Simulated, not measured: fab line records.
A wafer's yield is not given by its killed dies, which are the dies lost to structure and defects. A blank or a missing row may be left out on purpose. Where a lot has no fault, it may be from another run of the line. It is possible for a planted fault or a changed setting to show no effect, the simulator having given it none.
fab line records | flow nand-harc | part 2 of 2: steps 24 to 35 of 35
record: lots: 5 | wafers: 15 | last-day: 30
route steps=1302 shown A_M0@1164 A_M1@1169
lots with no fault: from the same line, run without faults
start-h: start of the lot's first displayed wafer, in hours after the record's first day | wait-h: how many hours have passed since the lot's step before this one | " the same as in the row above | L1.1+2: several wafers, shown together as one row | - either no value or no given start | * or withheld: withheld | < > ~ a bound
route shown NAME@n: a module of which the file shows steps, and the number in the route of the first | usual: mean/standard deviation taken from wafers without a fault | same: alike in all rows | chamber/n: place in a boat | sites: readings site by site | _std_site: standard deviation of those values | _edge_site: mean of outer sites minus mean of inner sites | radius-mm: how far each site lies from the wafer's centre | mask NAME#n: copy n | behind: tool/chamber where the wafer was last shaped | hold: reason for holding the lot/hours on hold/outcome of the hold | device: which transistor (n, p or np) failed to switch | end of line: the same wafers' tests at the end of the route | a step without rows: its recipe alone | killed: dies that structure and defects cost at the first sort, which is not the same as the wafer's yield | map: the dies of a wafer, with x for killed, . for not killed, _ for no die there
set.NAME: the setting as run; set.NAME@STEP: as run at that earlier step | model.NAME: the simulator's own value behind a step, which no gauge read
a table for each step, a row for each wafer; lots at some steps of the route
services: the hour from which a tool's chamber was out of use, counted from the record's first day as start-h (under 0 if before that day), plus the number of hours and why
== steps ==
step: NHARC_A_M1_STRIP_19
recipe: time-s: 600 | temp-c: 30 | chemistry: post-etch-residue-remover
lot.wafer  | tool         | chamber | start-h | wait-h
L075.3+4+5 | wet-bench-10 | 3,5,6   | 547.47  | -
L080.3+1+4 | wet-bench-10 | 5,6,2   | 586.51  | -
L081.4+3+2 | wet-bench-10 | 7,0,1   | 595.65  | -
L082.5+2+3 | wet-bench-08 | 1,3,6   | 599.06  | -
L091.1+6+5 | wet-bench-10 | 3,4,0   | 684.64  | -
step: NHARC_A_M1_DEGAS_29
recipe: temp-c: 250 | time-s: 60
usual: heater-power-w: 338/26
lot.wafer | tool           | chamber | start-h | wait-h | heater-power-w
L075.4    | pvd-sputter-02 | -       | 547.74  | -      | 333
L075.3    | "              | -       | "       | "      | 364
L075.5    | "              | -       | "       | "      | 335
L080.1    | pvd-sputter-02 | -       | 586.78  | -      | 383
L080.3    | "              | -       | "       | "      | 322
L080.4    | "              | -       | "       | "      | 362
L081.3    | pvd-sputter-03 | -       | 595.93  | -      | 312
L081.4    | "              | -       | "       | "      | 333
L081.2    | "              | -       | "       | "      | 348
L082.2    | pvd-sputter-02 | -       | 599.33  | -      | 339
L082.3    | "              | -       | "       | "      | 396
L082.5    | "              | -       | "       | "      | 330
L091.1    | pvd-sputter-01 | -       | 684.91  | -      | 294
L091.5    | "              | -       | "       | "      | 279
L091.6    | "              | -       | "       | "      | 369
step: NHARC_A_M1_PRE_CLEAN_30
recipe: time-s: 30 | temp-c: 280 | gas: H2/He
usual: heater-power-w: 418/32
lot.wafer | tool           | chamber | start-h | wait-h | heater-power-w
L075.4    | pvd-sputter-02 | -       | -       | -      | 400
L075.3    | "              | -       | "       | "      | 470
L075.5    | "              | -       | "       | "      | 442
L080.3    | pvd-sputter-02 | -       | -       | -      | 444
L080.4    | "              | -       | "       | "      | 488
L080.1    | "              | -       | "       | "      | 413
L081.2    | pvd-sputter-03 | -       | -       | -      | 384
L081.4    | "              | -       | "       | "      | 404
L081.3    | "              | -       | "       | "      | 452
L082.2    | pvd-sputter-02 | -       | -       | -      | 401
L082.3    | "              | -       | "       | "      | 408
L082.5    | "              | -       | "       | "      | 471
L091.1    | pvd-sputter-01 | -       | -       | -      | 411
L091.5    | "              | -       | "       | "      | 359
L091.6    | "              | -       | "       | "      | 452
step: NHARC_A_M1_PVD_20
recipe: target-thk-a: 50 | bias-v: 168.6 | power-w: 15000 | chamber-pressure-pa: 0.12 | time-s: 8.06 | substrate-temp-c: 50 | material: TaN
usual: throttle-valve-pct: 30.2/1.1
lot.wafer | tool           | chamber | start-h | wait-h | throttle-valve-pct
L075.4    | pvd-sputter-02 | -       | -       | -      | 30.3
L075.3    | "              | -       | "       | "      | 29.0
L075.5    | "              | -       | "       | "      | 30.6
L080.1    | pvd-sputter-02 | -       | -       | -      | 29.3
L080.3    | "              | -       | "       | "      | 28.6
L080.4    | "              | -       | "       | "      | 30.5
L081.2    | pvd-sputter-03 | -       | -       | -      | 29.5
L081.4    | "              | -       | "       | "      | 29.6
L081.3    | "              | -       | "       | "      | 31.3
L082.2    | pvd-sputter-02 | -       | -       | -      | 30.2
L082.3    | "              | -       | "       | "      | 29.4
L082.5    | "              | -       | "       | "      | 30.1
L091.1    | pvd-sputter-01 | -       | -       | -      | 28.9
L091.5    | "              | -       | "       | "      | 28.9
L091.6    | "              | -       | "       | "      | 29.4
step: NHARC_A_M1_PVD_21
recipe: target-thk-a: 300 | chamber-pressure-pa: 5 | power-w: 5000 | substrate-temp-c: 30 | time-s: 20.49 | material: Cu
usual: throttle-valve-pct: 30.2/1.1
lot.wafer | tool           | chamber | start-h | wait-h | throttle-valve-pct
L075.3    | pvd-sputter-02 | -       | -       | -      | 30.8
L075.4    | "              | -       | "       | "      | 30.3
L075.5    | "              | -       | "       | "      | 28.6
L080.4    | pvd-sputter-02 | -       | -       | -      | 30.1
L080.1    | "              | -       | "       | "      | 29.2
L080.3    | "              | -       | "       | "      | 28.8
L081.4    | pvd-sputter-03 | -       | -       | -      | 32.0
L081.2    | "              | -       | "       | "      | 29.5
L081.3    | "              | -       | "       | "      | 29.2
L082.2    | pvd-sputter-02 | -       | -       | -      | 30.3
L082.3    | "              | -       | "       | "      | 29.2
L082.5    | "              | -       | "       | "      | 30.2
L091.1    | pvd-sputter-01 | -       | -       | -      | 31.9
L091.5    | "              | -       | "       | "      | 32.0
L091.6    | "              | -       | "       | "      | 29.5
step: NHARC_A_M1_ECD_22
recipe: target-thk-a: 4000 | bath-temp-c: 25 | material: Cu
usual: bath-temp-c: 25.01/0.1
lot.wafer | tool      | chamber | start-h | wait-h | bath-temp-c
L075.3    | ecd-cu-01 | 1       | 548.20  | -      | 25.00
L075.4    | "         | 0       | "       | "      | 24.86
L075.5    | "         | 1       | "       | "      | 24.92
L080.1    | ecd-cu-01 | 1       | 587.19  | -      | 25.10
L080.4    | "         | 0       | "       | "      | 24.93
L080.3    | "         | 1       | "       | "      | 25.13
L081.2    | ecd-cu-02 | 1       | 596.28  | -      | 25.11
L081.4    | "         | 1       | "       | "      | 25.24
L081.3    | "         | 0       | "       | "      | 25.18
L082.2    | ecd-cu-01 | 0       | 599.74  | -      | 25.07
L082.3    | "         | 1       | "       | "      | 25.06
L082.5    | "         | 0       | "       | "      | 24.89
L091.1    | ecd-cu-02 | 1       | 685.27  | -      | 24.82
L091.5    | "         | 1       | "       | "      | 25.03
L091.6    | "         | 0       | "       | "      | 25.00
step: NHARC_A_M1_ANNEAL_31
recipe: temp-c: 225 | time-s: 90
usual: anneal-temp-c: 224.95/0.18 | wafer_temp_C_max: 226.3/0.31
lot.wafer | tool          | chamber | start-h | wait-h | anneal-temp-c | wafer_temp_C_max
L075.3    | rtp-anneal-02 | 0       | 548.58  | 0.3    | 224.90        | 226.5
L075.4    | "             | 0       | "       | "      | 225.09        | 226.1
L075.5    | "             | 0       | "       | "      | 224.85        | 226.4
L080.1    | rtp-anneal-02 | 0       | 587.51  | -      | 225.04        | 226.2
L080.3    | "             | 0       | "       | "      | 224.83        | 226.1
L080.4    | "             | 0       | "       | "      | 225.02        | 226.4
L081.2    | rtp-anneal-01 | 0       | 596.71  | -      | 224.96        | 226.2
L081.3    | "             | 0       | "       | "      | 224.82        | 226.1
L081.4    | "             | 0       | "       | "      | 224.76        | 226.2
L082.2    | rtp-anneal-02 | 0       | 600.12  | 0.3    | 224.76        | 226.2
L082.3    | "             | 0       | "       | "      | 224.93        | 226.9
L082.5    | "             | 0       | "       | "      | 225.17        | 226.1
L091.1    | rtp-anneal-01 | 0       | 685.65  | 0.3    | 225.03        | 226.5
L091.5    | "             | 0       | "       | "      | 225.05        | 226.2
L091.6    | "             | 0       | "       | "      | 224.98        | 226.3
step: NHARC_A_M1_CMP_23
recipe: t-overpolish-s: 20 | target-thk-nm: 154.34
usual: motor-current-A: 11.9/1.4 | retaining-ring-pressure-frac: 1.001/0.0052 | time-to-endpoint-s: 27/3.2
lot.wafer | tool   | chamber | start-h | wait-h | motor-current-A | retaining-ring-pressure-frac | time-to-endpoint-s
L075.4    | cmp-02 | 3       | 548.85  | -      | 12.1            | 0.999                        | 24
L075.3    | "      | 1       | "       | "      | 13.0            | 1.000                        | 24
L075.5    | "      | 2       | "       | "      | 11.4            | 1.005                        | 27
L080.1    | cmp-02 | 2       | 587.86  | -      | 11.2            | 1.008                        | 31
L080.3    | "      | 0       | "       | "      | 10.2            | 0.999                        | 27
L080.4    | "      | 1       | "       | "      | 12.8            | 0.989                        | 25
L081.3    | cmp-04 | 0       | 597.00  | -      | 12.7            | 1.000                        | 28
L081.2    | "      | 2       | "       | "      | 10.3            | 0.997                        | 26
L081.4    | "      | 3       | "       | "      | 12.9            | 0.996                        | 27
L082.2    | cmp-01 | 2       | 600.42  | -      | 11.7            | 1.004                        | 26
L082.3    | "      | 0       | "       | "      | 10.4            | 1.000                        | 27
L082.5    | "      | 2       | "       | "      | 12.4            | 1.004                        | 28
L091.1    | cmp-02 | 0       | 686.02  | -      | 11.0            | 0.998                        | 26
L091.6    | "      | 3       | "       | "      | 11.5            | 0.994                        | 25
L091.5    | "      | 0       | "       | "      | 10.3            | 0.997                        | 28
step: NHARC_A_M1_THK_MEAS_24
recipe: thk-meas-gauge: xrf
usual: thk-nm: 154.0/1.7
lot.wafer | tool          | chamber | start-h | wait-h | thk-nm
L075.3    | film-metro-02 | -       | 549.14  | -      | 152.8
L075.4    | "             | -       | "       | "      | 152.9
L075.5    | "             | -       | "       | "      | 154.3
L080.1    | film-metro-02 | -       | 588.18  | -      | 156.3
L080.3    | "             | -       | "       | "      | 155.3
L080.4    | "             | -       | "       | "      | 152.9
L081.2    | film-metro-02 | -       | 597.31  | -      | 157.8
L081.3    | "             | -       | "       | "      | 153.8
L081.4    | "             | -       | "       | "      | 155.6
L082.2    | film-metro-02 | -       | 600.73  | -      | 154.5
L082.3    | "             | -       | "       | "      | 152.7
L082.5    | "             | -       | "       | "      | 154.9
L091.1    | film-metro-01 | -       | 686.31  | -      | 154.5
L091.5    | "             | -       | "       | "      | 152.6
L091.6    | "             | -       | "       | "      | 153.5
step: NHARC_A_M1_SRD_25
lot.wafer  | tool         | chamber | start-h | wait-h
L075.5+4+3 | wet-bench-10 | 6,7,3   | 549.18  | 0.0
L080.4+3+1 | wet-bench-10 | 6,0,3   | 588.22  | 0.0
L081.2+3+4 | wet-bench-10 | 7,1,2   | 597.35  | 0.0
L082.5+3+2 | wet-bench-08 | 2,3,4   | 600.78  | 0.0
L091.5+1+6 | wet-bench-10 | 2,3,4   | 686.36  | 0.0
step: NHARC_A_M1_INSPECT_27
usual: raw-defect-count: 564/150
lot.wafer | tool              | chamber | start-h | wait-h | raw-defect-count
L075.3    | defect-inspect-01 | -       | 549.30  | 0.0    | 599
L075.4    | "                 | -       | "       | "      | 500
L075.5    | "                 | -       | "       | "      | 491
L080.1    | defect-inspect-02 | -       | 588.33  | 0.0    | 417
L080.3    | "                 | -       | "       | "      | 429
L080.4    | "                 | -       | "       | "      | 408
L081.2    | defect-inspect-02 | -       | 597.47  | 0.0    | 760
L081.3    | "                 | -       | "       | "      | 868
L081.4    | "                 | -       | "       | "      | 657
L082.2    | defect-inspect-02 | -       | 600.89  | 0.0    | 481
L082.3    | "                 | -       | "       | "      | 680
L082.5    | "                 | -       | "       | "      | 504
L091.1    | defect-inspect-02 | -       | 686.46  | 0.0    | 532
L091.5    | "                 | -       | "       | "      | 451
L091.6    | "                 | -       | "       | "      | 570
step: NHARC_A_M1_PRE_CLEAN_32
recipe: time-s: 12 | temp-c: 370 | rf-power-w: 300 | gas: NH3
usual: heater-power-w: 594/67
lot.wafer | tool     | chamber | start-h | wait-h | heater-power-w
L075.4    | pecvd-02 | 2       | 549.41  | 0.1    | 699
L075.3    | "        | 1       | "       | "      | 619
L075.5    | "        | 2       | "       | "      | 698
L080.1    | pecvd-02 | 2       | 588.40  | 0.1    | 669
L080.3    | "        | 0       | "       | "      | 646
L080.4    | "        | 1       | "       | "      | 535
L081.3    | pecvd-03 | 1       | 597.92  | 0.4    | 596
L081.2    | "        | 2       | "       | "      | 632
L081.4    | "        | 1       | "       | "      | 593
L082.3    | pecvd-04 | 1       | 601.00  | 0.1    | 538
L082.2    | "        | 0       | "       | "      | 529
L082.5    | "        | 0       | "       | "      | 530
L091.1    | pecvd-03 | 2       | 686.54  | 0.1    | 616
L091.5    | "        | 2       | "       | "      | 613
L091.6    | "        | 0       | "       | "      | 484
== services ==
tool           | chamber | start-h | hours | kind
pvd-sputter-03 | -       | 526.02  | 10.0  | pm
litho-track-06 | -       | 529.00  | 7.0   | pm
pecvd-02       | 0       | 545.49  | 5.3   | repair
pecvd-03       | -       | 547.00  | 13.0  | pm
pvd-sputter-01 | -       | 547.17  | 1.3   | repair
rie-diel-12    | -       | 550.33  | 1.0   | repair
litho-track-04 | -       | 553.00  | 7.0   | pm
pvd-sputter-01 | -       | 554.22  | 0.9   | repair
rie-diel-12    | -       | 554.55  | 1.1   | repair
rie-diel-12    | 1       | 556.63  | 8.4   | repair
rie-diel-01    | -       | 557.82  | 9.0   | pm
pvd-sputter-03 | -       | 576.19  | 3.6   | repair
pvd-sputter-01 | -       | 582.05  | 10.0  | pm
pecvd-02       | -       | 589.14  | 13.0  | pm
rie-diel-01    | 1       | 600.65  | 3.8   | repair
pecvd-02       | -       | 621.77  | 1.4   | repair
rie-diel-01    | 3       | 621.98  | 20.5  | repair
rie-diel-12    | 1       | 622.21  | 10.0  | repair
rie-diel-12    | -       | 622.40  | 9.0   | pm
pecvd-02       | 2       | 627.61  | 2.0   | repair
pvd-sputter-02 | -       | 638.00  | 10.0  | pm
wet-bench-10   | -       | 663.20  | 8.0   | pm
rie-diel-12    | -       | 667.39  | 5.2   | repair
litho-track-01 | -       | 680.00  | 7.0   | pm
